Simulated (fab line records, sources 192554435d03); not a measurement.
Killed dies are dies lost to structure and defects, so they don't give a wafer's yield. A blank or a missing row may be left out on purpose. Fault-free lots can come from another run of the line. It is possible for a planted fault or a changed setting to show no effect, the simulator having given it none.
Matching of chambers || flow n5_finfet || 3 sister chambers for N5_MOL_CONTACT_COAG_CO_FILL_22 on cvd_co-01
The step material Co, precursor CCTBA/H2, target thk 20 nm. 14 wafers are shown with their chamber, then 6 later ones without.

WAFERS WITH THEIR CHAMBER
{"wafer": "L661.1", "chamber": 2, "heater_power_w (W)": 260, "chamber_pressure_Torr (Torr)": 29.95, "susceptor_temp_C (C)": 200.03}
{"wafer": "L661.2", "chamber": 0, "heater_power_w (W)": 212, "chamber_pressure_Torr (Torr)": 29.96, "susceptor_temp_C (C)": 200.25}
{"wafer": "L661.6", "chamber": 0, "heater_power_w (W)": 216, "chamber_pressure_Torr (Torr)": 29.97, "susceptor_temp_C (C)": 200.06}
{"wafer": "L664.3", "chamber": 2, "heater_power_w (W)": 265, "chamber_pressure_Torr (Torr)": 29.99, "susceptor_temp_C (C)": 199.93}
{"wafer": "L664.5", "chamber": 2, "heater_power_w (W)": 257, "chamber_pressure_Torr (Torr)": 29.98, "susceptor_temp_C (C)": 200.35}
{"wafer": "L664.6", "chamber": 0, "heater_power_w (W)": 221, "chamber_pressure_Torr (Torr)": 30.05, "susceptor_temp_C (C)": 200.24}
{"wafer": "L671.1", "chamber": 0, "heater_power_w (W)": 214, "chamber_pressure_Torr (Torr)": 29.93, "susceptor_temp_C (C)": 199.99}
{"wafer": "L671.2", "chamber": 1, "heater_power_w (W)": 244, "chamber_pressure_Torr (Torr)": 29.97, "susceptor_temp_C (C)": 200.07}
{"wafer": "L671.4", "chamber": 0, "heater_power_w (W)": 217, "chamber_pressure_Torr (Torr)": 30.02, "susceptor_temp_C (C)": 199.92}
{"wafer": "L673.2", "chamber": 0, "heater_power_w (W)": 218, "chamber_pressure_Torr (Torr)": 29.99, "susceptor_temp_C (C)": 200.07}
{"wafer": "L673.4", "chamber": 2, "heater_power_w (W)": 255, "chamber_pressure_Torr (Torr)": 29.93, "susceptor_temp_C (C)": 200.13}
{"wafer": "L673.5", "chamber": 0, "heater_power_w (W)": 222, "chamber_pressure_Torr (Torr)": 30.04, "susceptor_temp_C (C)": 200.06}
{"wafer": "L675.1", "chamber": 1, "heater_power_w (W)": 249, "chamber_pressure_Torr (Torr)": 30.15, "susceptor_temp_C (C)": 199.83}
{"wafer": "L675.3", "chamber": 2, "heater_power_w (W)": 256, "chamber_pressure_Torr (Torr)": 29.98, "susceptor_temp_C (C)": 199.84}

SIGNATURES (averages over the wafers above)
{"reading": "heater_power_w", "chamber 0": 217.14, "chamber 1": 246.50, "chamber 2": 258.60, "scatter within a chamber": 3.75}
{"reading": "chamber_pressure_Torr", "chamber 0": 29.9943, "chamber 1": 30.0600, "chamber 2": 29.9660, "scatter within a chamber": 0.0526}
{"reading": "susceptor_temp_C", "chamber 0": 200.0843, "chamber 1": 199.9500, "chamber 2": 200.0560, "scatter within a chamber": 0.158}
Rule: a wafer's distance from a chamber is the root of the sum, over the readings, of the square of ((its reading less the chamber's mean) divided by the reading's scatter). If the next closest chamber is less than 2 further off than the closest, the wafer can't be placed; otherwise it belongs to the closest. How the scatter is found: for the shown wafers, subtract from each reading the mean of its chamber, square and add these, divide the total by (wafers less chambers), then take the root.

WAFERS WITH NO CHAMBER GIVEN
{"wafer": "L675.5", "heater_power_w (W)": 224, "chamber_pressure_Torr (Torr)": 29.89, "susceptor_temp_C (C)": 200.25}
{"wafer": "L678.3", "heater_power_w (W)": 265, "chamber_pressure_Torr (Torr)": 30.12, "susceptor_temp_C (C)": 199.88}
{"wafer": "L678.6", "heater_power_w (W)": 262, "chamber_pressure_Torr (Torr)": 30.03, "susceptor_temp_C (C)": 199.87}
{"wafer": "L679.1", "heater_power_w (W)": 251, "chamber_pressure_Torr (Torr)": 30.02, "susceptor_temp_C (C)": 200.13}
{"wafer": "L679.5", "heater_power_w (W)": 217, "chamber_pressure_Torr (Torr)": 29.95, "susceptor_temp_C (C)": 199.84}
{"wafer": "L679.6", "heater_power_w (W)": 243, "chamber_pressure_Torr (Torr)": 29.98, "susceptor_temp_C (C)": 199.91}

WHICH CHAMBER EACH WENT THROUGH
{"wafer": "L675.5", "from the rows above": 0, "in truth": 0}
{"wafer": "L678.3", "from the rows above": "can't be placed: 2 or 1", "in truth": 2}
{"wafer": "L678.6", "from the rows above": 2, "in truth": 2}
{"wafer": "L679.1", "from the rows above": "can't be placed: 1 or 2", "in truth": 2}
{"wafer": "L679.5", "from the rows above": 0, "in truth": 0}
{"wafer": "L679.6", "from the rows above": 1, "in truth": 1}
4 of 6 placed correctly. These rows do not allow placing 2 (true chamber among the candidates in 2). Number placed wrongly: 0.
